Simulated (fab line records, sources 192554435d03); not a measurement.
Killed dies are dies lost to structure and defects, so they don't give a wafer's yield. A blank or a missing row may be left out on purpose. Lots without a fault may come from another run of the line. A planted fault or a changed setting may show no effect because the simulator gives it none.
One fault seen from 2 desks | flow n5_finfet | each desk has only its own numbers; what lay behind them comes last

THE TOOL OWNER'S DESK: rie_diel-04
The tool's own readings at N5_BEOL_M2_TRENCH_ETCH_37 (etches SiOC in C4F6/O2, target depth 55.555 nm, time 29.2 s): means of the sampled wafers that have a number, for each lot that ran on this tool. A lot is out of limits, marked OUT, if its mean lies more than 4 standard deviations from the usual mean; the brackets give that distance. Of its 9 readings 7 are shown: the one that was out of limits first, and those that lie furthest out on some lot.
Columns: A = drypump_motor_current_A at N5_BEOL_M2_TRENCH_ETCH_37, usual 5.8 A; B = oes_o_777_au at N5_BEOL_M2_TRENCH_ETCH_37, usual 0.81 a.u.; C = oes_product_au at N5_BEOL_M2_TRENCH_ETCH_37, usual 0.81 a.u.; D = rf_fwd_power_W at N5_BEOL_M2_TRENCH_ETCH_37, usual 350.5 W; E = run_length_s at N5_BEOL_M2_TRENCH_ETCH_37, usual 52.6 s; F = showerhead_plenum_p_Torr at N5_BEOL_M2_TRENCH_ETCH_37, usual 2.83 Torr; G = throttle_valve_pct at N5_BEOL_M2_TRENCH_ETCH_37, usual 20.93 %
lot  | first seen here | A   | B    | C    | D     | E               | F    | G
L560 | day 9 01:59     | 6.3 | 0.76 | 0.78 | 351.2 | 52.9            | 2.92 | 21.26
L562 | day 9 05:34     | 6.0 | 0.90 | 0.90 | 350.6 | 48.0 (-11) OUT  | 2.91 | 20.91
L565 | day 9 13:40     | 6.0 | 0.94 | 0.92 | 352.1 | 48.5 (-9.9) OUT | 2.78 | 20.56
L577 | day 12 20:27    | 6.4 | 0.89 | 0.92 | 351.5 | 53.1            | 2.87 | 21.03
This desk's finding: out of limits on L562, L565; first on L562, day 9 05:34 (run_length_s at N5_BEOL_M2_TRENCH_ETCH_37). In limits: L560, L577.

THE METROLOGY DESK
What the gauges read, lot by lot, whatever tool the lot ran on: means of the sampled wafers that have a number. A lot is out of limits, marked OUT, if its mean lies more than 4 standard deviations from the usual mean; the brackets give that distance. Of its 15 readings 7 are shown: the one that was out of limits first, and those that lie furthest out on some lot.
Columns: A = trench_depth_nm at N5_BEOL_M2_OCD_MEAS_38, usual 55.7 nm; B = M2_THK at N5_BEOL_M2_THK_MEAS_53, usual 39.3 nm; C = M2_RS at N5_BEOL_M2_RS_MEAS_58, usual 0.68 ohm/sq; D = ION_N at N5_BEOL_M4_RC_MEAS_101, usual 670 uA/um; E = SERP_M2 at N5_BEOL_M4_RC_MEAS_101, usual 200 ohm/um; F = SERP_M2_max_site at N5_BEOL_M4_RC_MEAS_101, usual 212 ohm/um; G = VT_N at N5_BEOL_M4_RC_MEAS_101, usual 251 mV
lot  | first seen here | A               | B               | C              | D   | E              | F              | G
L560 | day 9 02:09     | 55.5            | 39.6            | 0.66           | 640 | 212            | 236            | 259
L562 | day 9 05:43     | 47.3 (-6.5) OUT | 30.2 (-6.5) OUT | 1.10 (+13) OUT | 668 | 310 (+7.3) OUT | 330 (+7.4) OUT | 253
L565 | day 9 13:49     | 47.1 (-6.6) OUT | 30.2 (-6.5) OUT | 1.11 (+13) OUT | 667 | 314 (+7.6) OUT | 330 (+7.4) OUT | 252
L569 | day 11 01:14    | 55.4            | 37.9            | 0.69           | 676 | 220            | 235            | 248
L572 | day 11 21:50    | 56.0            | 40.9            | 0.64           | 666 | 180            | 195            | 252
L574 | day 12 03:21    | 55.7            | 38.8            | 0.68           | 679 | 190            | 200            | 252
L576 | day 12 13:07    | 54.9            | 39.3            | 0.68           | 660 | 204            | 210            | 251
L577 | day 12 20:37    | 56.3            | 39.8            | 0.66           | 672 | 186            | 199            | 248
This desk's finding: out of limits on L562, L565; first on L562, day 9 05:43 (trench_depth_nm at N5_BEOL_M2_OCD_MEAS_38). In limits: L560, L569, L572, L574, L576, L577.

PUT TOGETHER
The tool owner's desk could have raised an alarm at day 9 05:34, on L562, L565.
The metrology desk could have raised an alarm at day 9 05:43, on L562, L565.
Of the lots named, all ran N5_BEOL_M2_TRENCH_ETCH_37 on rie_diel-04.

WHAT THE SIMULATOR HAD PUT IN
Process parameter drift: rie_diel-04, from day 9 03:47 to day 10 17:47, at N5_BEOL_M2_TRENCH_ETCH_37. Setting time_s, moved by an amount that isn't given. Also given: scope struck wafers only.
Lots struck among those shown: L562, L565.
Hours from the fault's start to each desk's first reading out of limits: the tool owner's desk, 2; the metrology desk, 2.
